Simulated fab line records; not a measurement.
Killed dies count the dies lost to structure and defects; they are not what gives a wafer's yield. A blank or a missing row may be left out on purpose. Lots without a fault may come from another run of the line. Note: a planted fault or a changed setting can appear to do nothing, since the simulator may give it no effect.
Matching of chambers / flow nand_harc / NHARC_P_BONDPAD_ETCH_37 on rie_diel-11: 4 sister chambers
The step etches the open film in N2/H2, target depth 60 nm, overetch 18 nm, time 65.91 s. 8 wafers are shown with their chamber, then 7 later ones without.

WAFERS WITH THEIR CHAMBER
wafer=L403.4; chamber=2; run_length_s (s)=87.9; rf_vpp_V (V)=431.1
wafer=L407.1; chamber=2; run_length_s (s)=88.1; rf_vpp_V (V)=433.0
wafer=L408.4; chamber=1; run_length_s (s)=87.5; rf_vpp_V (V)=429.6
wafer=L414.2; chamber=0; run_length_s (s)=86.6; rf_vpp_V (V)=433.1
wafer=L414.3; chamber=3; run_length_s (s)=87.1; rf_vpp_V (V)=434.2
wafer=L414.6; chamber=3; run_length_s (s)=86.6; rf_vpp_V (V)=432.7
wafer=L421.1; chamber=0; run_length_s (s)=86.8; rf_vpp_V (V)=433.1
wafer=L421.3; chamber=1; run_length_s (s)=87.9; rf_vpp_V (V)=428.7

WAFERS WITH NO CHAMBER GIVEN
wafer=L421.6; run_length_s (s)=86.9; rf_vpp_V (V)=433.0
wafer=L422.1; run_length_s (s)=87.8; rf_vpp_V (V)=428.5
wafer=L422.2; run_length_s (s)=86.6; rf_vpp_V (V)=432.3
wafer=L422.6; run_length_s (s)=88.3; rf_vpp_V (V)=432.4
wafer=L423.3; run_length_s (s)=88.0; rf_vpp_V (V)=431.0
wafer=L423.4; run_length_s (s)=87.5; rf_vpp_V (V)=428.5
wafer=L423.6; run_length_s (s)=86.6; rf_vpp_V (V)=433.4

WHICH CHAMBER EACH WENT THROUGH
wafer=L421.6; from the rows above=can't be placed: 3 or 0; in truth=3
wafer=L422.1; from the rows above=1; in truth=1
wafer=L422.2; from the rows above=can't be placed: 0 or 3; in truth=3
wafer=L422.6; from the rows above=2; in truth=2
wafer=L423.3; from the rows above=can't be placed: 2 or 1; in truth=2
wafer=L423.4; from the rows above=1; in truth=1
wafer=L423.6; from the rows above=can't be placed: 0 or 3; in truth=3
3 of 7 placed correctly. Not placeable from these rows: 4 (in 4, the candidates include the true chamber). Placed wrongly: 0.
How it was worked out, from the rows above alone: a wafer's distance from a chamber is the root of the sum, over the readings, of the square of ((its reading less the chamber's mean) divided by the reading's scatter). If the next closest chamber is less than 2 further off than the closest, the wafer can't be placed; otherwise it belongs to the closest. Each chamber's mean is taken over the wafers shown for it. The scatter is the square root of a quotient: the sum, over the shown wafers, of each reading's squared deviation from its chamber's mean, divided by wafers minus chambers.
